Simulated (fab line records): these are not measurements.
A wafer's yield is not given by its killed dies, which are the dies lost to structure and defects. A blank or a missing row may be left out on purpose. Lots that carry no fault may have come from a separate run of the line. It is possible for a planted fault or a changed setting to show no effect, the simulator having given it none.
Split-lot trial + flow n5Finfet + 7 lots, 39 wafers read, on a route of 1938 steps

THE SPLIT ITSELF
At N5_BEOL_M14_ILD_DEP_00 (deposits SiO2 from TEOS/O2, target thk 1119.3 nm, time 237.4 s), the setting timeS was moved away from the recipe's 237.4 s on 15 of the 39 wafers read, by -42.3% to +54.5%. All remaining wafers had this setting at the recipe value.

Split to reading: the file shows no intervening step.

THE READING
M14_ILD_THK (nm), taken at N5_BEOL_M14_THK_MEAS_01. On this fab line, fault-free wafers typically give 1118 nm with a standard deviation of 17 nm.

| wafer  | tool, chamber at the split | timeS as run, s | against the recipe | M14_ILD_THK, nm | against lot-mates on the recipe |
|--------|----------------------------|-----------------|--------------------|-----------------|---------------------------------|
| L074.1 | pecvd-04, 2                | 237.4           | recipe             | 1123            | -                               |
| L074.4 | pecvd-04, 2                | 237.4           | recipe             | 1132            | -                               |
| L074.6 | pecvd-04, 0                | 237.4           | recipe             | 1148            | -                               |
| L075.1 | pecvd-03, 0,1              | 294.3           | +24.0%             | 1382            | +260                            |
| L075.2 | pecvd-03, 1                | 294.3           | +24.0%             | 1371            | +249                            |
| L075.3 | pecvd-03, 2                | 237.4           | recipe             | 1115            | -                               |
| L075.4 | pecvd-03, 0                | 237.4           | recipe             | 1128            | -                               |
| L075.5 | pecvd-03, 0,1              | 294.3           | +24.0%             | 1384            | +262                            |
| L075.6 | pecvd-03, 2                | 237.4           | recipe             | 1123            | -                               |
| L083.1 | pecvd-01, 0                | 136.9           | -42.3%             | 634             | -483                            |
| L083.2 | pecvd-01, 1                | 237.4           | recipe             | 1129            | -                               |
| L083.3 | pecvd-01, 2                | 237.4           | recipe             | 1104            | -                               |
| L083.4 | pecvd-01, 0                | 237.4           | recipe             | 1119            | -                               |
| L083.5 | pecvd-01, 2                | 136.9           | -42.3%             | 644             | -473                            |
| L083.6 | pecvd-01, 1                | 136.9           | -42.3%             | 672             | -445                            |
| L084.1 | pecvd-01, 0                | 237.4           | recipe             | 1097            | -                               |
| L084.2 | pecvd-01, 2                | 237.4           | recipe             | 1094            | -                               |
| L084.3 | pecvd-01, 1                | 237.4           | recipe             | 1126            | -                               |
| L084.4 | pecvd-01, 1                | 171.3           | -27.8%             | 816             | -290                            |
| L084.5 | pecvd-01, 0                | 171.3           | -27.8%             | 806             | -300                            |
| L084.6 | pecvd-01, 2                | 171.3           | -27.8%             | 804             | -302                            |
| L091.1 | pecvd-04, 1                | 237.4           | recipe             | 1119            | -                               |
| L091.2 | pecvd-04, 2                | 237.4           | recipe             | 1117            | -                               |
| L091.3 | pecvd-04, 0                | 340.5           | +43.4%             | 1597            | +470                            |
| L091.4 | pecvd-04, 1                | 340.5           | +43.4%             | 1616            | +489                            |
| L091.5 | pecvd-04, 2                | 340.5           | +43.4%             | 1640            | +513                            |
| L091.6 | pecvd-04, 0                | 237.4           | recipe             | 1144            | -                               |
| L093.1 | pecvd-01, 0                | 237.4           | recipe             | 1085            | -                               |
| L093.2 | pecvd-01, 2                | 237.4           | recipe             | 1111            | -                               |
| L093.3 | pecvd-01, 0                | 237.4           | recipe             | 1098            | -                               |
| L093.4 | pecvd-01, 2                | 366.9           | +54.5%             | 1728            | +630                            |
| L093.5 | pecvd-01, 0                | 366.9           | +54.5%             | 1698            | +600                            |
| L093.6 | pecvd-01, 2                | 366.9           | +54.5%             | 1744            | +646                            |
| L094.1 | pecvd-03, 0                | 237.4           | recipe             | 1110            | -                               |
| L094.2 | pecvd-03, 2                | 237.4           | recipe             | 1132            | -                               |
| L094.3 | pecvd-03, 0                | 237.4           | recipe             | 1142            | -                               |
| L094.4 | pecvd-03, 2                | 237.4           | recipe             | 1150            | -                               |
| L094.5 | pecvd-03, 2                | 237.4           | recipe             | 1145            | -                               |
| L094.6 | pecvd-03, 0                | 237.4           | recipe             | 1132            | -                               |
If several chambers appear in one row, that row covers several wafers at once and the file leaves open which wafer was in which chamber.

FIT RESULTS
A straight line over all 39 wafers: M14_ILD_THK changes by +11.1 nm for each +1% of timeS; r = +1.00; the points scatter about the line by 17 nm.
The same after taking each lot's own level away (the mean of its wafers on the recipe; 39 wafers): +11.2 nm for each +1%; r = +1.00; scatter 15 nm.
According to that fit, moving timeS by its largest amount changes the reading by 6.1e+02 nm.
Measured against the standard deviation above, the lots' own levels, which go from 1098.0 to 1135.2 nm, span 2.2 times it.
The two slopes agree, so the slope changes little with the lot-to-lot level.
Check: with one of the wafers moved furthest among these (+54.5%) left out of the fit, the line predicts +610 nm for it against its lot-mates. It came out at +630 nm against them.

THE WHOLE CHAIN: every reading that the file lists as answering this split, in the file's order
| step                    | what it does                                                   | reading                                                                            | change (the file's fit)              | r (the file's) |
|-------------------------|----------------------------------------------------------------|------------------------------------------------------------------------------------|--------------------------------------|----------------|
| N5_BEOL_M14_ILD_DEP_00  | deposits SiO2 from TEOS/O2, target thk 1119.3 nm, time 237.4 s | SiO2_of_BEOL_M14_ILD_DEP_00.thkNm (the simulator's own value, which no gauge read) | +11.2 nm for each +1% of the setting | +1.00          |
| N5_BEOL_M14_THK_MEAS_01 |                                                                | M14_ILD_THK                                                                        | +11.2 for each +1% of the setting    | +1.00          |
| N5_BEOL_M14_VIA_ETCH_16 | etches SiO2 in C4F8/O2/Ar, target depth 1231.3 nm              | etch.depthNm (the simulator's own value, which no gauge read)                      | +11.2 nm for each +1% of the setting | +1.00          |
| N5_BEOL_M14_VIA_ETCH_16 | etches SiO2 in C4F8/O2/Ar, target depth 1231.3 nm              | coat_of_BEOL_M14_COAT_04.thkNm (the simulator's own value, which no gauge read)    | -2.6 nm for each +1% of the setting  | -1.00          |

FILE'S OWN FIT
M14_ILD_THK changes by +11.2 nm for each +1% of timeS, r = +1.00.
